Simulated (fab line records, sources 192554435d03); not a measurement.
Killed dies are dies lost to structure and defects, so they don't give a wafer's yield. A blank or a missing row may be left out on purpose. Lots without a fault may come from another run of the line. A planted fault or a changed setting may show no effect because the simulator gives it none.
Which tool did it? | flow n5_finfet | 11 lots, 33 wafers sampled, at 6 steps of a route of 1938

WHAT THE GAUGES READ, wafer by wafer
N5_BEOL_M11_OVL_MEAS_29.
lot  | measured     | on         | V10_OVL (nm)
L074 | day 10 03:45 | overlay-01 | -1.1 -0.9 -0.9
L077 | day 11 01:31 | overlay-02 | -1.1 -1.2 -0.7
L080 | day 11 15:53 | overlay-01 | 0.1 -0.1 -0.1
L082 | day 11 19:33 | overlay-02 | 1.0 -0.3 0.5
L083 | day 12 13:35 | overlay-01 | 0.2 -1.0 -0.9
L086 | day 12 23:22 | overlay-02 | -1.6 0.0 -0.5
L090 | day 14 04:38 | overlay-01 | -0.2 -1.8 -0.2
L089 | day 14 05:07 | overlay-02 | 0.0 -0.2 -1.4
L093 | day 14 22:46 | overlay-02 | 0.0 0.0 -0.8
L095 | day 15 12:12 | overlay-01 | -0.9 -2.2 -2.8
L097 | day 16 02:40 | overlay-02 | -0.9 -1.3 -0.3

WHICH TOOL RAN EACH LOT (tool, then ch and the chambers of the sampled wafers, then the start)
lot  | N5_BEOL_M8_STRIP_36                | N5_BEOL_M9_ETCH_65                 | N5_BEOL_M9_STRIP_36                | N5_BEOL_M10_CURE_71           | N5_BEOL_M10_DESCUM_16
L074 | rie_diel-05 ch 0,1,2, day 9 03:26  | rie_diel-03 ch 0,3, day 9 12:07    | rie_diel-03 ch 0,3, day 9 12:19    | uv_cure-02 ch 1, day 9 15:29  | rie_diel-05 ch 0,1, day 9 17:31
L077 | rie_diel-06 ch 0,1,2, day 10 01:48 | rie_diel-03 ch 0,1,3, day 10 09:12 | rie_diel-03 ch 0,1,3, day 10 09:24 | uv_cure-02 ch 0, day 10 13:38 | rie_diel-02 ch 0,1, day 10 16:51
L080 | rie_diel-05 ch 0,2,3, day 10 16:17 | rie_diel-01 ch 0,2,3, day 10 23:04 | rie_diel-01 ch 0,2,3, day 10 23:16 | uv_cure-01 ch 0, day 11 02:52 | rie_diel-06 ch 0,1,2, day 11 05:47
L082 | rie_diel-02 ch 0,1,3, day 10 23:22 | rie_diel-04 ch 0,1,3, day 11 05:19 | rie_diel-04 ch 0,1,3, day 11 05:31 | uv_cure-02 ch 2, day 11 09:34 | rie_diel-02 ch 0,1,3, day 11 11:30
L083 | rie_diel-06 ch 0,1, day 11 16:11   | rie_diel-04 ch 0,3, day 11 22:47   | rie_diel-04 ch 0,3, day 11 22:58   | uv_cure-02 ch 2, day 12 01:51 | rie_diel-05 ch 1,2,3, day 12 06:01
L086 | rie_diel-05 ch 1,2, day 11 23:17   | rie_diel-03 ch 1,2, day 12 07:38   | rie_diel-03 ch 1,2, day 12 07:49   | uv_cure-01 ch 1, day 12 11:29 | rie_diel-02 ch 2,3, day 12 13:22
L090 | rie_diel-02 ch 0,1,2, day 13 03:29 | rie_diel-01 ch 1,2,3, day 13 11:23 | rie_diel-01 ch 1,2,3, day 13 11:35 | uv_cure-02 ch 0, day 13 14:35 | rie_diel-02 ch 1,2, day 13 17:33
L089 | rie_diel-05 ch 0,3, day 13 06:03   | rie_diel-04 ch 0,2, day 13 14:57   | rie_diel-04 ch 0,2, day 13 15:08   | uv_cure-03 ch 2, day 13 18:10 | rie_diel-06 ch 0,2, day 13 19:58
L093 | rie_diel-06 ch 2,3, day 14 02:12   | rie_diel-01 ch 0,2,3, day 14 11:59 | rie_diel-01 ch 0,2,3, day 14 12:10 | uv_cure-03 ch 2, day 14 15:09 | rie_diel-05 ch 0,3, day 14 16:08
L095 | rie_diel-02 ch 2,3, day 14 12:45   | rie_diel-03 ch 0,1, day 14 20:34   | rie_diel-03 ch 0,1, day 14 20:45   | uv_cure-03 ch 2, day 14 23:39 | rie_diel-05 ch 0,2,3, day 15 03:03
L097 | rie_diel-06 ch 2,3, day 14 23:07   | rie_diel-01 ch 1,3, day 15 05:45   | rie_diel-01 ch 1,3, day 15 05:56   | uv_cure-01 ch 0, day 15 09:50 | rie_diel-02 ch 1,2, day 15 11:20
- N5_BEOL_M8_STRIP_36: strips in N2/H2.
- N5_BEOL_M9_ETCH_65: etches SiARC in CF4, target depth 15.6 nm, time 26 s.
- N5_BEOL_M9_STRIP_36: strips in N2/H2.
- N5_BEOL_M10_CURE_71: cures SiCOH lowk, time 240 s.
- N5_BEOL_M10_DESCUM_16: chemistry O2, time 7.9 s.

THE ANSWER, worked out from the rows above alone
Rule: what is usual is taken from the lots themselves. Put in order of their means at a reading, lots are off if they are a third of the lots or fewer, leave a main group of 4 or more, and stand apart from it by a gap of 3 or more times the standard deviation of the main group's means; of several such gaps the widest counts. A main group whose means are all the same, to the digits that the tables above print for the reading, isn't used. A lot without any number at a reading at which 4 lots or more have one is off too. The other lots that the step has rows for count as sound.
No lot is off at any reading shown: from this, nothing can be told.

WHAT THE SIMULATOR HAD PUT IN
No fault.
